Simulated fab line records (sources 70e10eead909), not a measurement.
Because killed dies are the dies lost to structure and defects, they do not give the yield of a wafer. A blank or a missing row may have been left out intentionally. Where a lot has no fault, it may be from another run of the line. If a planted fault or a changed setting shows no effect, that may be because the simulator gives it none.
Struck lot and sound lot, side by side | flow nand_harc | 15 steps out of a route of 1302
Sound: wafers L859.1, L859.4, L859.6. Wafers struck: L869.1, L869.4, L869.6. The cause is named last.
At each step with rows: each side's tool, then ch and its chambers, then its first start. Under that, the readings that differ: sound wafers | struck wafers | difference of the means | sigmas: that difference in standard deviations of wafers without a fault.
alike: same words and numbers on both sides, and readings whose means sit less than 2 such deviations apart. not compared: any withheld reading, any reading some wafer has no value for, any bound like >300 that may hide the same value, and any number with overlapping values for which the record gives no deviation.
A row with sigmas, a row that says differs or no value, or rows on one side alone: a step with any of these is where the two part. Numbers that don't overlap but have no deviation are shown without sigmas and don't part them. Lack of a reading on every wafer of one side parts them only where that side has two or more wafers.

first, 7 steps without rows for these wafers: NHARC_P_ZERO_WELL_HMDS_17 (time 30 s); NHARC_P_ZERO_WELL_COAT_18; NHARC_P_ZERO_WELL_SOFTBAKE_19 (time 95 s); NHARC_P_ZERO_WELL_EBR_20; NHARC_P_ZERO_WELL_EXPOSE_21 (exposes mask P NWELL, target cd 720 nm); NHARC_P_ZERO_WELL_PEB_22 (peb time 85 s); NHARC_P_ZERO_WELL_DEVELOP_23 (time 70 s).
NHARC_P_ZERO_WELL_CD_MEAS_24: the cd target is 720 nm.
  sound on cd_sem-01 ch 0, day 6 22:28; struck on cd_sem-03 ch 0, day 11 02:38
  alike: cd_nm
then, 1 step without rows for these wafers: NHARC_P_ZERO_WELL_HARDBAKE_25 (time 80 s).
NHARC_P_ZERO_WELL_DESCUM_26: chemistry O2, time 3 s.
  sound on rie_diel-06 ch 1,3, day 6 22:37; struck on rie_diel-05 ch 1,3, day 11 02:49
  alike: drypump_motor_current_A, o2_flow_sccm, oes_product_au, rf_vpp_V, showerhead_plenum_p_Torr, throttle_valve_pct
  not compared: rf_hours_counter_h
then, 2 steps without rows for these wafers: NHARC_P_ZERO_WELL_IMPLANT_27; NHARC_P_ZERO_WELL_IMPLANT_57.
NHARC_P_ZERO_WELL_IMPLANT_58:
  struck on implanter-02, day 11 03:20; sound on implanter-02 ch 0, day 6 23:08
  no value came back on the struck wafers for beam_energy_keV, beam_on_s (s), dose_ions_cm2; on the sound wafers beam_energy_keV reads 100.01 99.96 100.01
then, 1 step without rows for these wafers: NHARC_P_ZERO_WELL_STRIP_28 (strips in SPM, time 840 s).
-- jump in the record: it breaks off in module P_ZERO_WELL and resumes in module END (first step shown: number 1302 of the route), and 22 days separate the struck wafers' starts before and after --
NHARC_END_SORT_01:
  sound on prober-01 ch 0, day 28 14:29; struck on prober-01 ch 0, day 33 11:00
  reading             | sound    | struck                                                               | difference                   | sigmas
  hold                | - - -    | await_dispo/2.5h/scrap await_dispo/2.5h/scrap await_dispo/2.5h/scrap | no value on the sound wafers |
  killed_at_array     | 91 79 81 | 48 42 40                                                             | -40                          | -2
  killed_at_periphery | 6 5 8    | 629 632 633                                                          | +625                         | +99 or more
  killed_dies         | 97 85 89 | 677 677 677                                                          | +587                         | +33
  alike: killed_at_other, killed_open, killed_short

== WHERE THEY PART ==
First at NHARC_P_ZERO_WELL_IMPLANT_58; last, within this record, at NHARC_END_SORT_01.

WHY: what had been put in by the simulator
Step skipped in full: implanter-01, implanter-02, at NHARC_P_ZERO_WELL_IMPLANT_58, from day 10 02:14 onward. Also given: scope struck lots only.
